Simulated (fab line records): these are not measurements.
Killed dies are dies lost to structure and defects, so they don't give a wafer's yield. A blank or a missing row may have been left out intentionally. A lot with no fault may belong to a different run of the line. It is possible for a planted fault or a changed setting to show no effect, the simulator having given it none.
The tool behind it: which one?    flow n5 finfet    8 lots, 24 wafers sampled, at 5 steps of a route of 1938

WHAT THE GAUGES SHOWED, per wafer
N5_BEOL_M4_RC_MEAS_101. Usual: DIBL_N 36.0 mV/V, standard deviation 2.5; DIBL_P 36.7 mV/V, standard deviation 3; IOFF_N 0.16 nA/um, standard deviation 0.043; IOFF_P 0.21 nA/um, standard deviation 0.049; ION_N 673 uA/um, standard deviation 15; ION_P 461 uA/um, standard deviation 9.8; SS_N 71.5 mV/dec, standard deviation 0.83; SS_P 73.4 mV/dec, standard deviation 0.83; VT_N 250 mV, standard deviation 4; VT_P -251 mV, standard deviation 4.
lot   measured      on         DIBL_N (mV/V)   DIBL_P (mV/V)   IOFF_N (nA/um)  IOFF_P (nA/um)  ION_N (uA/um)  ION_P (uA/um)  SS_N (mV/dec)   SS_P (mV/dec)   VT_N (mV)    VT_P (mV)       flag
L675  day 8 12:34   prober-02  36.6 38.3 34.3  37.3 38.7 34.4  0.18 0.20 0.13  0.19 0.22 0.16  697 686 676    468 459 463    71.9 72.2 70.9  74.1 74.5 73.0  248 247 254  -254 -251 -255  
L678  day 9 00:22   prober-01  40.5 32.2 38.0  41.9 32.5 39.1  0.23 0.09 0.18  0.29 0.15 0.24  687 647 681    465 452 465    72.0 69.8 71.5  73.8 71.4 73.0  244 258 248  -245 -253 -247  
L681  day 10 00:22  prober-01  38.4 35.0 36.9  38.0 35.9 38.2  0.19 0.13 0.16  0.23 0.19 0.23  673 665 664    462 456 460    72.0 71.3 72.0  74.1 73.1 74.3  252 254 252  -251 -253 -250  
L683  day 10 04:03  prober-02  39.1 37.2 34.3  38.4 37.8 34.9  0.18 0.15 0.12  0.22 0.21 0.18  668 665 651    457 455 456    72.7 71.9 70.4  74.4 73.5 73.3  251 251 254  -251 -252 -255  
L685  day 10 21:15  prober-02  34.1 34.7 35.0  31.5 31.4 31.5  0.12 0.11 0.13  0.19 0.18 0.20  685 651 662    473 455 466    70.1 71.0 70.8  72.6 72.2 72.7  253 256 253  -250 -248 -248  
L693  day 13 08:08  prober-01  37.2 33.4 34.2  38.7 33.9 34.3  0.19 0.13 0.15  0.26 0.19 0.20  677 662 682    464 463 472    71.9 70.9 71.5  73.6 72.9 72.6  248 253 246  -248 -250 -249  
L695  day 14 07:53  prober-01  36.6 35.8 35.0  39.2 38.0 36.9  0.19 0.16 0.14  0.24 0.21 0.20  694 684 669    479 469 461    70.8 71.7 71.0  73.8 73.5 73.1  242 248 252  -249 -251 -250  
L696  day 14 13:20  prober-01  35.6 37.2 35.3  36.6 38.3 36.1  0.14 0.17 0.13  0.17 0.19 0.16  672 683 650    454 463 445    71.1 71.8 70.9  72.9 73.6 73.2  252 251 254  -256 -254 -258  

WHAT TOOL EACH LOT RAN ON (gives the tool, then ch and the chambers of the sampled wafers, and finally the start)
lot   N5_BEOL_M3_ETCH_63                  N5_BEOL_M3_ETCH_70                  N5_BEOL_M3_VIA_ETCH_34              N5_BEOL_M3_STRIP_36
L675  rie diel-03 ch 0,1,3, day 7 07:31   rie diel-01 ch 1,2,3, day 7 09:35   rie diel-01 ch 1,2,3, day 7 09:41   rie diel-01 ch 1,2,3, day 7 09:44
L678  rie diel-01 ch 0,1,3, day 8 09:31   rie diel-01 ch 1,2,3, day 8 10:41   rie diel-01 ch 1,2,3, day 8 10:47   rie diel-01 ch 1,2,3, day 8 10:50
L681  rie diel-02 ch 1,2, day 8 20:43     rie diel-01 ch 0,1,3, day 9 06:43   rie diel-01 ch 0,1,3, day 9 06:49   rie diel-01 ch 0,1,3, day 9 06:53
L683  rie diel-03 ch 0,1,3, day 9 04:29   rie diel-01 ch 0,1,3, day 9 13:20   rie diel-01 ch 0,1,3, day 9 13:26   rie diel-01 ch 0,1,3, day 9 13:30
L685  rie diel-03 ch 0,1,3, day 9 22:44   rie diel-01 ch 0,1,3, day 10 00:30  rie diel-01 ch 0,1,3, day 10 00:36  rie diel-01 ch 0,1,3, day 10 00:40
L693  rie diel-03 ch 1,3, day 12 09:25    rie diel-01 ch 0,2,3, day 12 13:37  rie diel-01 ch 0,2,3, day 12 13:43  rie diel-01 ch 0,2,3, day 12 13:46
L695  rie diel-01 ch 1,2,3, day 13 07:46  rie diel-03 ch 0,1,3, day 13 10:06  rie diel-03 ch 0,1,3, day 13 10:12  rie diel-03 ch 0,1,3, day 13 10:16
L696  rie diel-01 ch 0,2,3, day 13 10:47  rie diel-01 ch 1,2, day 13 16:44    rie diel-01 ch 1,2, day 13 16:50    rie diel-01 ch 1,2, day 13 16:54
- N5_BEOL_M3_ETCH_63: etches SiARC in CF4, target depth 15.6 nm, time 26 s.
- N5_BEOL_M3_ETCH_70: etches SOC in N2/H2, target depth 80 nm, overetch 16 nm, time 120 s.
- N5_BEOL_M3_VIA_ETCH_34: etches the open film in C4F6/O2, target depth 69.4 nm, time 65.9 s.
- N5_BEOL_M3_STRIP_36: strips in N2/H2.

WHAT THE TOOLS THEMSELVES READ (means of the sampled wafers that have a number; where no wafer has one, the mark that the record gives instead)
N5_BEOL_M3_ETCH_63. Usual: bias w is 36.01 W with standard deviation 0.11, drypump motor current A is 5.7 A with standard deviation 0.45, etch rf on time s is 25.8 s with standard deviation 0.65, oes product au is 0.66 a.u. with standard deviation 0.073, rf vpp V is 184.0 V with standard deviation 1.1, showerhead plenum p Torr is 2.13 Torr with standard deviation 0.075, and throttle valve pct is 15.67 % with standard deviation 0.25.
lot   tool         bias w (W)  drypump motor current A (A)  etch rf on time s (s)  oes product au (a.u.)  rf vpp V (V)  showerhead plenum p Torr (Torr)  throttle valve pct (%)  flag
L675  rie diel-03  35.99       5.5                          25.6                   0.63                   183.9         2.12                             15.86                   
L678  rie diel-01  36.07       6.2                          25.8                   0.66                   184.2         2.15                             15.54                   
L681  rie diel-02  36.04       6.0                          25.8                   0.62                   184.1         2.10                             15.60                   
L683  rie diel-03  36.05       5.4                          25.2                   0.63                   184.0         2.12                             15.90                   
L685  rie diel-03  35.93       5.5                          25.2                   0.63                   184.0         2.12                             15.89                   
L693  rie diel-03  36.06       5.5                          25.1                   0.62                   183.6         2.05                             15.87                   
L695  rie diel-01  35.95       6.3                          25.4                   0.76                   184.1         2.20                             15.53                   
L696  rie diel-01  35.90       6.0                          25.6                   0.71                   184.2         2.15                             15.64                   

N5_BEOL_M3_ETCH_70. Usual: bias w 150.0 W, standard deviation 0.46; drypump motor current A 5.9 A, standard deviation 0.54; oes product au 0.59 a.u., standard deviation 0.073; rf vpp V 523.7 V, standard deviation 2.5; showerhead plenum p Torr 2.53 Torr, standard deviation 0.088; throttle valve pct 17.8 %, standard deviation 0.33.
lot   tool         bias w (W)  drypump motor current A (A)  oes product au (a.u.)  rf vpp V (V)  showerhead plenum p Torr (Torr)  throttle valve pct (%)  flag
L675  rie diel-01  150.0       6.3                          0.55                   523.3         2.51                             17.9                    
L678  rie diel-01  149.9       6.3                          0.54                   523.2         2.51                             17.9                    
L681  rie diel-01  157.4       6.3                          0.59                   540.2         2.54                             17.7                    OFF
L683  rie diel-01  157.3       6.2                          0.59                   540.4         2.54                             17.7                    OFF
L685  rie diel-01  157.6       6.3                          0.58                   539.8         2.54                             17.7                    OFF
L693  rie diel-01  150.1       5.9                          0.64                   524.3         2.56                             17.8                    
L695  rie diel-03  149.8       5.5                          0.61                   522.3         2.52                             18.1                    
L696  rie diel-01  149.8       6.3                          0.73                   526.8         2.63                             17.4                    

N5_BEOL_M3_VIA_ETCH_34. Usual: C4F6_flow_sccm 10.00 sccm, standard deviation 0.032; bias w 170.0 W, standard deviation 0.47; drypump motor current A 5.9 A, standard deviation 0.54; oes product au 0.77 a.u., standard deviation 0.097; rf vpp V 670 V, standard deviation 31; showerhead plenum p Torr 2.84 Torr, standard deviation 0.1; throttle valve pct 30.8 %, standard deviation 0.34.
lot   tool         C4F6_flow_sccm (sccm)  bias w (W)  drypump motor current A (A)  oes product au (a.u.)  rf vpp V (V)  showerhead plenum p Torr (Torr)  throttle valve pct (%)  flag
L675  rie diel-01  10.01                  170.3       6.3                          0.72                   681           2.82                             30.8                    
L678  rie diel-01  10.00                  169.7       6.3                          0.71                   680           2.82                             30.8                    
L681  rie diel-01  10.01                  170.2       6.3                          0.76                   668           2.85                             30.6                    
L683  rie diel-01  9.95                   170.1       6.3                          0.76                   669           2.85                             30.6                    
L685  rie diel-01  10.01                  170.5       6.2                          0.76                   669           2.84                             30.6                    
L693  rie diel-01  10.00                  170.5       6.0                          0.84                   695           2.87                             30.7                    
L695  rie diel-03  9.96                   169.8       5.4                          0.81                   659           2.80                             30.8                    
L696  rie diel-01  9.99                   169.6       6.3                          0.97                   655           2.95                             30.6                    

N5_BEOL_M3_STRIP_36. Usual: drypump motor current A 5.9 A, standard deviation 0.54; oes product au 0.77 a.u., standard deviation 0.099; rf vpp V 59.2 V, standard deviation 1.4; showerhead plenum p Torr 2.53 Torr, standard deviation 0.088; throttle valve pct 23.6 %, standard deviation 0.37.
lot   tool         drypump motor current A (A)  oes product au (a.u.)  rf vpp V (V)  showerhead plenum p Torr (Torr)  throttle valve pct (%)  flag
L675  rie diel-01  6.3                          0.71                   60.5          2.51                             23.7                    
L678  rie diel-01  6.3                          0.72                   59.2          2.51                             23.7                    
L681  rie diel-01  6.3                          0.76                   59.8          2.54                             23.4                    
L683  rie diel-01  6.3                          0.77                   59.1          2.53                             23.4                    
L685  rie diel-01  6.3                          0.76                   60.1          2.53                             23.5                    
L693  rie diel-01  5.9                          0.85                   59.0          2.55                             23.6                    
L695  rie diel-03  5.5                          0.82                   59.3          2.51                             23.9                    
L696  rie diel-01  6.3                          0.96                   57.8          2.62                             23.2                    

THE ANSWER, worked out from the rows above alone
Rule: a lot counts as off when the mean over its wafers that have a number is more than 3 standard deviations away from the usual mean. Also off: a lot with no number at a reading for which 4 or more lots have one. Where the step has rows for the other lots, those lots are counted as sound. First the gauges in route order, then the tools' own readings, where a lot's mean is used as printed above. At the first step where some lot is off, the reading lying furthest off is the one used; lots without a number count as furthest.
Off at N5_BEOL_M3_ETCH_70 (bias w): L681, L683, L685.
A tool fits if, at that step or a process step before it, it ran every lot that is off, and no sound lot after the first of them. Of those tried, none fits.

WHAT THE SIMULATOR PUT IN
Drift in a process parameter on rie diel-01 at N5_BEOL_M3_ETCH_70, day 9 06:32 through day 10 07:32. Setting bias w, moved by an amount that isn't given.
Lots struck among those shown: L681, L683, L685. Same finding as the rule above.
